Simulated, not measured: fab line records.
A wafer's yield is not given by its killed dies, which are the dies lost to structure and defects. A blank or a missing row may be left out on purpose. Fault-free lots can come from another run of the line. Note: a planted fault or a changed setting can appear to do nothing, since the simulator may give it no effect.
fab line records -- flow n5Finfet -- part 1 of 2: steps 1 to 18 of 25
record lots=5, wafers=15, lastDay=18
route steps=1938 shown HKMG_FIN@444 GATE_CUT@465
lots with no fault: from the same line, run without faults
startH: the number of hours between the record's first day and the start of the first shown wafer of the lot -- waitH: how many hours have passed since the lot's step before this one -- " the same as in the row above -- L1.1+2: one row covering several wafers at once -- - either no value or no given start -- * or withheld: withheld -- < > ~ a bound
route shown NAME@n: a module of which the file shows steps, and the number in the route of the first -- usual: mean/standard deviation of fault-free wafers -- same: alike in all rows -- chamber/n: place in a boat -- sites: each site's reading -- _std_site: standard deviation across them -- _edge_site: outer sites' mean less inner sites' -- radiusMm: how far each site lies from the wafer's centre -- mask NAME#n: copy n -- behind: tool/chamber where the wafer was last shaped -- hold: why the lot was held/for how many hours/how that ended -- device: the n, p or np transistor that did not switch -- end of line: tests of these same wafers at the route's end -- step lacking rows: just its recipe -- killed: the dies lost at the first sort to structure and to defects; this is not the yield of the wafer -- map: shows each die of a wafer: x if killed, . if not, _ if none is there
set.NAME: setting as actually run; set.NAME@STEP: the setting as run at that earlier step -- model.NAME: the simulator's own value behind a step, which no gauge read
certain route steps with their lots: each step a table, each wafer a row
services: from which hour (startH, from the record's first day; less than 0 if before it) a tool's chamber was out of use, for how many hours, and why
## steps
# step N5_HKMG_FIN_ETCH_86
# recipe chemistry=N2/H2, target=SOC, targetDepthA=3932, stopOn=TiN, ionEnergyEv=100, biasW=61, pressureMtorr=30, sourceW=850, n2FlowSccm=200, h2FlowSccm=200
# usual drypumpMotorCurrentA=5.7/0.54, oesProductAu=0.77/0.081, rfVppV=241.3/1.3, showerheadPlenumPTorr=2.58/0.096, throttleValvePct=17.78/0.22
lot.wafer,tool,chamber,startH,waitH,drypumpMotorCurrentA,oesProductAu,rfHoursCounterH,rfVppV,showerheadPlenumPTorr,throttleValvePct
L085.1,rieDiel-01,2,143.11,-,5.2,0.86,43,243.6,2.72,17.69
L085.2,rieDiel-01,3,143.11,-,6.6,0.70,245,242.8,2.61,17.96
L085.4,rieDiel-01,1,143.11,-,5.7,0.66,239,239.6,2.38,17.49
L089.2,rieDiel-06,2,165.08,-,6.3,0.69,240,239.7,2.52,18.05
L089.3,rieDiel-06,0,165.08,-,5.8,0.69,215,242.9,2.62,17.86
L089.4,rieDiel-06,1,165.08,-,6.6,0.71,-,240.3,2.62,17.72
L090.2,rieDiel-06,1,179.83,-,6.6,0.71,205,242.8,2.62,17.76
L090.4,rieDiel-06,2,179.83,-,6.3,0.68,243,240.5,2.51,18.06
L090.6,rieDiel-06,2,179.83,-,6.3,0.68,-,239.1,2.52,18.07
L093.1,rieDiel-03,0,199.36,-,5.2,0.88,35,240.9,2.59,17.54
L093.2,rieDiel-03,2,199.36,-,5.0,0.81,78,241.4,2.59,18.18
L093.5,rieDiel-03,0,199.36,-,5.2,0.88,-,240.6,2.59,17.53
L096.2,rieDiel-01,2,215.45,-,5.2,0.83,69,241.5,2.71,17.75
L096.3,rieDiel-01,0,215.45,-,6.3,0.75,127,241.7,2.65,17.60
L096.4,rieDiel-01,3,215.45,-,6.6,0.96,-,241.2,2.61,17.49
# step N5_HKMG_FIN_STRIP_89
# recipe chemistry=N2/H2, material=SOC, timeS=20, powerW=500, tempC=40, pressureMtorr=50, rfFrequencyHz=6e+07, biasPowerW=8, h2Frac=0.5, n2FlowSccm=300, h2FlowSccm=300
# usual drypumpMotorCurrentA=5.8/0.54, oesProductAu=0.78/0.082, rfVppV=54.3/0.77, showerheadPlenumPTorr=3.41/0.12, throttleValvePct=19.0/0.45
lot.wafer,tool,chamber,startH,waitH,drypumpMotorCurrentA,oesProductAu,rfHoursCounterH,rfVppV,showerheadPlenumPTorr,throttleValvePct
L085.1,rieDiel-01,2,143.17,0.0,5.2,0.88,43,54.5,3.58,18.9
L085.2,rieDiel-01,3,143.17,0.0,6.6,0.70,245,55.8,3.44,19.1
L085.4,rieDiel-01,1,143.17,0.0,5.8,0.67,239,55.4,3.16,18.4
L089.2,rieDiel-06,2,165.14,0.0,6.3,0.69,240,54.3,3.32,19.5
L089.3,rieDiel-06,0,165.14,0.0,5.8,0.70,215,54.0,3.46,19.1
L089.4,rieDiel-06,1,165.14,0.0,6.6,0.72,-,55.3,3.46,18.7
L090.2,rieDiel-06,1,179.89,0.0,6.6,0.72,205,53.0,3.46,18.7
L090.4,rieDiel-06,2,179.89,0.0,6.3,0.68,244,55.3,3.32,19.5
L090.6,rieDiel-06,2,179.89,0.0,6.3,0.69,-,53.2,3.32,19.5
L093.1,rieDiel-03,0,199.42,0.0,5.2,0.87,36,52.7,3.41,18.6
L093.2,rieDiel-03,2,199.42,0.0,5.0,0.82,78,54.0,3.42,19.9
L093.5,rieDiel-03,0,199.42,0.0,5.2,0.87,-,55.4,3.41,18.6
L096.2,rieDiel-01,2,215.51,0.0,5.2,0.84,69,53.9,3.57,19.0
L096.3,rieDiel-01,0,215.51,0.0,6.4,0.75,127,54.5,3.50,18.6
L096.4,rieDiel-01,3,215.51,0.0,6.6,0.98,-,54.0,3.44,18.7
# step N5_HKMG_FIN_WET_ETCH_87
# recipe chemistry=SC1, target=TiN, mix=1:2:40, tempC=50, timeS=154.2, targetDepthNm=4.7, dry=ipaMarangoni, rinseTimeS=30, rinseTempC=23
# same rinseTimeS=30
lot.wafer,tool,chamber,startH,waitH
L085.1+2+4,wetBench-01,"0,7,3",143.27,0.1
L089.2+3+4,wetBench-02,"3,6,2",165.24,0.1
L090.2+4+6,wetBench-05,"6,3,0",180.00,0.1
L093.1+2+5,wetBench-02,"6,4,5",199.52,0.1
L096.2+3+4,wetBench-01,"1,5,4",215.61,0.1
# step N5_HKMG_FIN_STRIP_88
# recipe chemistry=N2/H2, powerW=2500, tempC=300, h2Frac=0.65, timeS=360, pressureMtorr=withheld, n2FlowSccm=1750, h2FlowSccm=3250
# usual drypumpMotorCurrentA=5.9/0.3, heaterPowerW=481/47
lot.wafer,tool,chamber,startH,waitH,drypumpMotorCurrentA,heaterPowerW,rfHoursCounterH
L085.1,plasmaAsher-02,1,143.36,0.0,5.8,415,99
L085.2,plasmaAsher-02,0,143.36,0.0,6.3,498,99
L085.4,plasmaAsher-02,1,143.36,0.0,5.8,432,-
L089.2,plasmaAsher-02,1,165.33,0.0,5.8,429,104
L089.3,plasmaAsher-02,0,165.33,0.0,6.3,518,-
L089.4,plasmaAsher-02,1,165.33,0.0,5.8,421,-
L090.2,plasmaAsher-02,1,180.09,0.0,5.8,422,106
L090.4,plasmaAsher-02,0,180.09,0.0,6.3,508,-
L090.6,plasmaAsher-02,0,180.09,0.0,6.3,510,-
L093.1,plasmaAsher-02,1,199.61,0.0,5.8,421,110
L093.2,plasmaAsher-02,0,199.61,0.0,6.3,506,110
L093.5,plasmaAsher-02,0,199.61,0.0,6.3,509,-
L096.2,plasmaAsher-02,1,215.70,0.0,5.8,442,113
L096.3,plasmaAsher-02,0,215.70,0.0,6.3,508,-
L096.4,plasmaAsher-02,1,215.70,0.0,5.8,415,-
# step N5_HKMG_FIN_NWFM_ALD_20
# recipe material=TiAlC, targetThkA=20, tempC=300, aldPrecursorFamily=TiCl4, aldCoReactant=TEA, pulseTimeS=3, purgeTimeS=2, coReactantPurgeTimeS=2, coReactantPulseTimeS=10, aldCycles=7, pressureTorr=3
# usual heaterPowerW=487/46, precursorPulseHeightRel=1.002/0.02
# same purgeTimeS=2
lot.wafer,tool,chamber,startH,waitH,heaterPowerW,precursorPulseHeightRel
L085.1,aldMetal-04,1,143.75,0.3,512,0.981
L085.2,aldMetal-04,2,143.75,0.3,501,1.014
L085.4,aldMetal-04,0,143.75,0.3,458,1.010
L089.2,aldMetal-04,2,165.71,0.3,488,1.052
L089.3,aldMetal-04,1,165.71,0.3,518,0.991
L089.4,aldMetal-04,3,165.71,0.3,509,1.017
L090.2,aldMetal-02,3,180.47,0.3,593,1.015
L090.4,aldMetal-02,2,180.47,0.3,506,1.016
L090.6,aldMetal-02,1,180.47,0.3,434,1.047
L093.1,aldMetal-01,2,199.99,0.3,429,1.029
L093.2,aldMetal-01,0,199.99,0.3,494,0.970
L093.5,aldMetal-01,0,199.99,0.3,495,1.023
L096.2,aldMetal-01,1,216.08,0.3,442,1.019
L096.3,aldMetal-01,2,216.08,0.3,424,0.995
L096.4,aldMetal-01,0,216.08,0.3,499,0.971
# step N5_HKMG_FIN_ALD_71
# recipe material=TiN, targetThkA=10, tempC=400, aldPrecursorFamily=TiCl4, aldCoReactant=NH3, pulseTimeS=1, purgeTimeS=3, coReactantPurgeTimeS=2, coReactantPulseTimeS=2, aldCycles=47, pressureTorr=3
# usual heaterPowerW=873/87, precursorPulseHeightRel=1.001/0.02
# same purgeTimeS=3
lot.wafer,tool,chamber,startH,waitH,heaterPowerW,precursorPulseHeightRel
L085.1,aldMetal-04,1,143.85,0.0,941,0.977
L085.2,aldMetal-04,2,143.85,0.0,876,1.016
L085.4,aldMetal-04,0,143.85,0.0,841,0.999
L089.2,aldMetal-04,2,165.81,0.0,902,1.030
L089.3,aldMetal-04,1,165.81,0.0,924,1.017
L089.4,aldMetal-04,3,165.81,0.0,916,0.999
L090.2,aldMetal-02,3,180.57,0.0,1041,0.985
L090.4,aldMetal-02,2,180.57,0.0,929,1.018
L090.6,aldMetal-02,1,180.57,0.0,800,1.005
L093.1,aldMetal-01,2,200.09,0.0,765,0.986
L093.2,aldMetal-01,0,200.09,0.0,866,1.022
L093.5,aldMetal-01,0,200.09,0.0,886,1.039
L096.2,aldMetal-01,1,216.18,0.0,766,1.002
L096.3,aldMetal-01,2,216.18,0.0,768,1.017
L096.4,aldMetal-01,0,216.18,0.0,879,0.999
# step N5_HKMG_FIN_COAT_66
# recipe resist=SOC, tempC=250, timeS=60, spinRpm=1500, resistThkNm=300
# usual exhaustPa=45.0/0.99
lot.wafer,tool,chamber,startH,waitH,exhaustPa
L085.1,lithoTrack-03,0,144.12,0.2,45.2
L085.2,lithoTrack-03,0,144.12,0.2,45.2
L085.4,lithoTrack-03,0,144.12,0.2,45.7
L089.2,lithoTrack-03,0,166.09,0.2,44.7
L089.3,lithoTrack-03,0,166.09,0.2,43.1
L089.4,lithoTrack-03,0,166.09,0.2,45.3
L090.2,lithoTrack-03,0,180.85,0.2,45.8
L090.4,lithoTrack-03,0,180.85,0.2,45.5
L090.6,lithoTrack-03,0,180.85,0.2,45.0
L093.1,lithoTrack-03,0,200.37,0.2,45.7
L093.2,lithoTrack-03,0,200.37,0.2,44.2
L093.5,lithoTrack-03,0,200.37,0.2,43.9
L096.2,lithoTrack-02,0,216.46,0.2,45.6
L096.3,lithoTrack-02,0,216.46,0.2,45.5
L096.4,lithoTrack-02,0,216.46,0.2,44.6
# step N5_HKMG_FIN_ETCH_67
# recipe chemistry=N2/H2, target=SOC, targetDepthA=3889, stopOn=TiN, ionEnergyEv=100, biasW=61, pressureMtorr=30, sourceW=850, n2FlowSccm=200, h2FlowSccm=200
# usual drypumpMotorCurrentA=5.8/0.54, oesProductAu=0.76/0.08, rfVppV=241.1/1.4, showerheadPlenumPTorr=2.57/0.099, throttleValvePct=17.78/0.21
lot.wafer,tool,chamber,startH,waitH,drypumpMotorCurrentA,oesProductAu,rfHoursCounterH,rfVppV,showerheadPlenumPTorr,throttleValvePct
L085.1,rieDiel-01,2,144.19,-,5.2,0.86,44,242.4,2.72,17.68
L085.2,rieDiel-01,3,144.19,-,6.6,0.70,245,242.1,2.61,17.97
L085.4,rieDiel-01,0,144.19,-,6.3,0.77,100,241.8,2.67,17.55
L089.2,rieDiel-01,2,166.15,-,5.2,0.84,50,242.0,2.71,17.70
L089.3,rieDiel-01,0,166.15,-,6.3,0.76,108,241.7,2.66,17.57
L089.4,rieDiel-01,1,166.15,-,5.8,0.67,247,238.8,2.38,17.49
L090.2,rieDiel-03,2,180.91,-,5.0,0.81,72,240.2,2.59,18.18
L090.4,rieDiel-03,0,180.91,-,5.2,0.89,29,240.9,2.59,17.53
L090.6,rieDiel-03,3,180.91,-,5.9,0.80,-,239.2,2.44,17.63
L093.1,rieDiel-03,1,200.43,-,5.5,0.71,188,242.1,2.63,17.87
L093.2,rieDiel-03,3,200.43,-,5.9,0.80,106,238.2,2.44,17.64
L093.5,rieDiel-03,0,200.43,-,5.2,0.87,-,239.7,2.59,17.53
L096.2,rieDiel-03,2,216.59,-,5.0,0.80,85,242.3,2.58,18.20
L096.3,rieDiel-03,1,216.59,-,5.5,0.70,195,242.2,2.63,17.89
L096.4,rieDiel-03,3,216.59,-,6.0,0.79,112,240.2,2.44,17.65
# step N5_HKMG_FIN_STRIP_90
# recipe chemistry=N2/H2, material=SOC, timeS=20, powerW=500, tempC=40, pressureMtorr=50, rfFrequencyHz=6e+07, biasPowerW=8, h2Frac=0.5, n2FlowSccm=300, h2FlowSccm=300
# usual drypumpMotorCurrentA=5.8/0.54, oesProductAu=0.77/0.084, rfVppV=54.3/0.93, showerheadPlenumPTorr=3.40/0.13, throttleValvePct=19.0/0.42
lot.wafer,tool,chamber,startH,waitH,drypumpMotorCurrentA,oesProductAu,rfHoursCounterH,rfVppV,showerheadPlenumPTorr,throttleValvePct
L085.1,rieDiel-01,2,144.25,0.0,5.2,0.88,44,55.4,3.58,19.0
L085.2,rieDiel-01,3,144.25,0.0,6.5,0.70,246,55.5,3.44,19.1
L085.4,rieDiel-01,0,144.25,0.0,6.3,0.77,101,54.6,3.51,18.6
L089.2,rieDiel-01,2,166.21,0.0,5.2,0.87,51,55.1,3.58,19.0
L089.3,rieDiel-01,0,166.21,0.0,6.3,0.77,108,54.8,3.51,18.6
L089.4,rieDiel-01,1,166.21,0.0,5.8,0.67,247,52.5,3.15,18.4
L090.2,rieDiel-03,2,180.97,0.0,5.0,0.83,73,53.5,3.42,19.9
L090.4,rieDiel-03,0,180.97,0.0,5.2,0.88,29,52.8,3.42,18.6
L090.6,rieDiel-03,3,180.97,0.0,5.9,0.82,-,55.9,3.23,18.6
L093.1,rieDiel-03,1,200.49,0.0,5.5,0.72,188,54.2,3.47,19.2
L093.2,rieDiel-03,3,200.49,0.0,6.0,0.81,106,54.0,3.23,18.6
L093.5,rieDiel-03,0,200.49,0.0,5.2,0.85,-,53.8,3.41,18.6
L096.2,rieDiel-03,2,216.65,0.0,5.0,0.82,85,56.5,3.41,19.9
L096.3,rieDiel-03,1,216.65,0.0,5.5,0.72,195,55.1,3.46,19.2
L096.4,rieDiel-03,3,216.65,0.0,5.9,0.81,113,54.5,3.22,18.6
# step N5_HKMG_FIN_WET_ETCH_73
# recipe chemistry=SC1, mix=1:2:40, tempC=50, timeS=42.3, targetDepthNm=1.3, dry=ipaMarangoni, rinseTimeS=30, rinseTempC=23
# same rinseTimeS=30
lot.wafer,tool,chamber,startH,waitH
L085.1+2+4,wetBench-01,"7,0,5",144.34,0.1
L089.2+3+4,wetBench-05,"0,6,4",166.31,0.1
L090.2+4+6,wetBench-02,"6,1,7",181.07,0.1
L093.1+2+5,wetBench-02,"4,5,7",200.59,0.1
L096.2+3+4,wetBench-05,"0,6,3",216.75,0.1
# step N5_HKMG_FIN_ETCHBACK_68
# recipe chemistry=Cl2/Ar, stopOn=HfO2, targetDepthA=5, pressureMtorr=10, icpW=600, biasW=60, Cl2_flow_sccm=40, Ar_flow_sccm=60
# usual drypumpMotorCurrentA=5.9/0.39, oesProductAu=0.77/0.087, throttleValvePct=20.92/0.3
lot.wafer,tool,chamber,startH,waitH,drypumpMotorCurrentA,oesProductAu,rfHoursCounterH,throttleValvePct
L085.1,rieMetal-03,0,144.40,0.0,6.6,0.85,20,20.81
L085.2,rieMetal-03,1,144.40,0.0,5.9,0.79,34,20.77
L085.4,rieMetal-03,0,144.40,0.0,6.6,0.85,-,20.81
L089.2,rieMetal-03,0,166.37,0.0,6.6,0.85,22,20.80
L089.3,rieMetal-03,1,166.37,0.0,5.9,0.78,-,20.79
L089.4,rieMetal-03,0,166.37,0.0,6.6,0.85,-,20.80
L090.2,rieMetal-02,0,181.13,0.0,5.6,0.76,41,21.11
L090.4,rieMetal-02,0,181.13,0.0,5.6,0.77,-,21.09
L090.6,rieMetal-02,1,181.13,0.0,5.3,0.68,-,20.80
L093.1,rieMetal-01,0,200.65,0.0,5.7,0.84,18,20.61
L093.2,rieMetal-01,1,200.65,0.0,6.1,0.65,93,21.42
L093.5,rieMetal-01,0,200.65,0.0,5.7,0.84,-,20.60
L096.2,rieMetal-03,1,216.84,0.0,5.9,0.70,39,20.89
L096.3,rieMetal-03,1,216.84,0.0,5.9,0.78,-,20.79
L096.4,rieMetal-03,0,216.84,0.0,6.7,0.84,-,20.81
# step N5_HKMG_FIN_STRIP_69
# recipe chemistry=N2/H2, powerW=2500, tempC=300, h2Frac=0.65, timeS=360, pressureMtorr=withheld, n2FlowSccm=1750, h2FlowSccm=3250
# usual drypumpMotorCurrentA=5.9/0.31, heaterPowerW=486/48
lot.wafer,tool,chamber,startH,waitH,drypumpMotorCurrentA,heaterPowerW,rfHoursCounterH
L085.1,plasmaAsher-01,1,144.54,0.1,5.4,464,49
L085.2,plasmaAsher-01,0,144.54,0.1,6.0,563,49
L085.4,plasmaAsher-01,0,144.54,0.1,6.0,549,-
L089.2,plasmaAsher-02,0,166.51,0.1,6.3,518,104
L089.3,plasmaAsher-02,1,166.51,0.1,5.8,429,-
L089.4,plasmaAsher-02,0,166.51,0.1,6.3,505,-
L090.2,plasmaAsher-01,1,181.27,0.1,5.4,459,56
L090.4,plasmaAsher-01,0,181.27,0.1,6.0,563,-
L090.6,plasmaAsher-01,1,181.27,0.1,5.5,473,-
L093.1,plasmaAsher-02,1,200.79,0.1,5.8,423,110
L093.2,plasmaAsher-02,0,200.79,0.1,6.3,507,110
L093.5,plasmaAsher-02,1,200.79,0.1,5.8,417,-
L096.2,plasmaAsher-02,0,216.98,0.1,6.3,512,114
L096.3,plasmaAsher-02,0,216.98,0.1,6.3,519,-
L096.4,plasmaAsher-02,1,216.98,0.1,5.8,421,-
# step N5_HKMG_FIN_ALD_21
# recipe material=TiN, targetThkA=15, tempC=400, aldPrecursorFamily=TiCl4, aldCoReactant=NH3, pulseTimeS=1, purgeTimeS=3, coReactantPurgeTimeS=2, coReactantPulseTimeS=2, aldCycles=68, pressureTorr=3
# usual heaterPowerW=859/80, precursorPulseHeightRel=1.001/0.019
# same purgeTimeS=3
lot.wafer,tool,chamber,startH,waitH,heaterPowerW,precursorPulseHeightRel
L085.1,aldMetal-01,3,144.93,0.3,766,0.978
L085.2,aldMetal-01,2,144.93,0.3,765,1.002
L085.4,aldMetal-01,2,144.93,0.3,764,1.006
L089.2,aldMetal-01,1,166.89,0.3,773,1.007
L089.3,aldMetal-01,0,166.89,0.3,880,1.023
L089.4,aldMetal-01,3,166.89,0.3,786,1.002
L090.2,aldMetal-01,1,181.65,0.3,766,1.023
L090.4,aldMetal-01,3,181.65,0.3,795,1.018
L090.6,aldMetal-01,2,181.65,0.3,770,1.019
L093.1,aldMetal-01,2,201.17,0.3,727,0.981
L093.2,aldMetal-01,0,201.17,0.3,845,1.029
L093.5,aldMetal-01,0,201.17,0.3,879,1.012
L096.2,aldMetal-04,1,217.36,0.3,945,0.993
L096.3,aldMetal-04,3,217.36,0.3,928,0.983
L096.4,aldMetal-04,2,217.36,0.3,886,0.965
# step N5_HKMG_FIN_ALD_72
# recipe material=W, targetThkA=20, tempC=300, pressureTorr=7.5, aldPrecursorFamily=WF6, aldCoReactant=B2H6, pulseTimeS=1, purgeTimeS=2, coReactantPurgeTimeS=2, coReactantPulseTimeS=3, aldCycles=7
# usual heaterPowerW=495/34, precursorPulseHeightRel=0.999/0.02
# same purgeTimeS=2
lot.wafer,tool,chamber,startH,waitH,heaterPowerW,precursorPulseHeightRel
L085.1,cvdW-01,0,145.29,0.2,479,0.989
L085.2,cvdW-01,1,145.29,0.2,531,1.012
L085.4,cvdW-01,0,145.29,0.2,488,1.047
L089.2,cvdW-01,1,167.27,0.2,523,0.972
L089.3,cvdW-01,1,167.27,0.2,522,1.001
L089.4,cvdW-01,1,167.27,0.2,550,1.011
L090.2,cvdW-02,0,182.02,0.2,445,1.009
L090.4,cvdW-02,0,182.02,0.2,444,1.000
L090.6,cvdW-02,1,182.02,0.2,489,1.007
L093.1,cvdW-01,1,201.54,0.2,532,1.011
L093.2,cvdW-01,0,201.54,0.2,495,0.984
L093.5,cvdW-01,1,201.54,0.2,527,0.987
L096.2,cvdW-01,1,217.73,0.2,529,1.025
L096.3,cvdW-01,1,217.73,0.2,543,1.001
L096.4,cvdW-01,0,217.73,0.2,495,0.998
# step N5_HKMG_FIN_W_FILL_22
# recipe material=W, targetThkA=600, tempC=400, pressureTorr=39.4, timeS=18.2
# usual heaterPowerW=882/61, throttleValvePct=18.9/0.97
lot.wafer,tool,chamber,startH,waitH,heaterPowerW,throttleValvePct
L085.1,cvdW-01,0,145.35,0.0,882,19.6
L085.2,cvdW-01,1,145.35,0.0,966,18.1
L085.4,cvdW-01,0,145.35,0.0,858,19.4
L089.2,cvdW-01,1,167.39,0.1,966,17.9
L089.3,cvdW-01,1,167.39,0.1,957,18.1
L089.4,cvdW-01,1,167.39,0.1,928,18.2
L090.2,cvdW-02,0,182.08,0.0,777,20.4
L090.4,cvdW-02,0,182.08,0.0,786,20.3
L090.6,cvdW-02,1,182.08,0.0,875,18.3
L093.1,cvdW-01,1,201.60,0.0,964,18.0
L093.2,cvdW-01,0,201.60,0.0,892,19.8
L093.5,cvdW-01,1,201.60,0.0,975,18.1
L096.2,cvdW-01,1,217.79,0.0,953,18.0
L096.3,cvdW-01,1,217.79,0.0,952,18.0
L096.4,cvdW-01,0,217.79,0.0,857,20.0
# step N5_HKMG_FIN_PRECLEAN_83
# recipe chemistry=DIW, timeS=57.5, tempC=23
lot.wafer,tool,chamber,startH,waitH
L085.1+2+4,wetBench-02,"0,3,2",145.41,0.0
L089.2+3+4,wetBench-02,"7,2,0",167.46,0.1
L090.2+4+6,wetBench-05,"3,0,7",182.14,0.0
L093.1+2+5,wetBench-05,"0,4,1",201.66,0.0
L096.2+3+4,wetBench-01,"7,0,3",217.85,0.0
# step N5_HKMG_FIN_SRD_84
# recipe dryTimeS=32, dry=n2Spin, spinRpm=1500
# same dryTimeS=32
lot.wafer,tool,chamber,startH,waitH
L085.1+2+4,wetBench-02,"0,3,2",145.43,0.0
L089.2+3+4,wetBench-02,"7,2,0",167.48,0.0
L090.2+4+6,wetBench-05,"3,0,7",182.15,0.0
L093.1+2+5,wetBench-05,"0,4,1",201.67,0.0
L096.2+3+4,wetBench-01,"7,0,3",217.86,0.0
# step N5_HKMG_FIN_CMP_23
# recipe stopOn=SiNx, tOverpolishS=10, postCmpClean=rinseOnly, downForcePsi=4, platenRpm=50.289, padVelocityMS=1.0006, targetThkNm=46.326
# usual edgeZonePressureFrac=1.000/0.0055, motorCurrentA=11.6/1, overpolishRunS=9.98/0.14, slurryFlowMlMin=149.9/0.46, timeToEndpointS=12.7/2.5
lot.wafer,tool,chamber,startH,waitH,edgeZonePressureFrac,motorCurrentA,overpolishRunS,slurryFlowMlMin,timeToEndpointS
L085.4,cmp-01,3,145.46,0.0,0.997,11.8,10.01,150.1,12.7
L085.2,cmp-01,1,145.46,0.0,1.016,13.3,9.98,150.2,13.2
L085.1,cmp-01,2,145.46,0.0,1.000,11.6,10.00,150.4,9.3
L089.4,cmp-03,3,167.51,0.0,0.995,11.9,10.00,150.0,11.4
L089.3,cmp-03,0,167.51,0.0,1.001,12.9,10.00,149.8,10.5
L089.2,cmp-03,2,167.51,0.0,0.995,9.7,10.00,150.0,15.9
L090.4,cmp-01,1,182.27,0.1,0.997,13.5,10.01,149.5,10.3
L090.2,cmp-01,3,182.27,0.1,1.004,11.1,10.03,150.0,12.5
L090.6,cmp-01,0,182.27,0.1,1.011,11.6,10.00,149.5,12.0
L093.2,cmp-01,0,201.87,0.2,1.004,11.9,9.99,150.1,14.9
L093.1,cmp-01,1,201.87,0.2,0.997,13.4,10.00,149.9,11.9
L093.5,cmp-01,3,201.87,0.2,1.008,10.9,10.01,149.8,12.6
L096.2,cmp-01,3,217.90,0.0,1.001,10.8,10.00,150.6,13.5
L096.3,cmp-01,0,217.90,0.0,1.005,11.9,10.00,150.3,14.3
L096.4,cmp-01,2,217.90,0.0,1.000,10.9,9.99,149.7,10.6
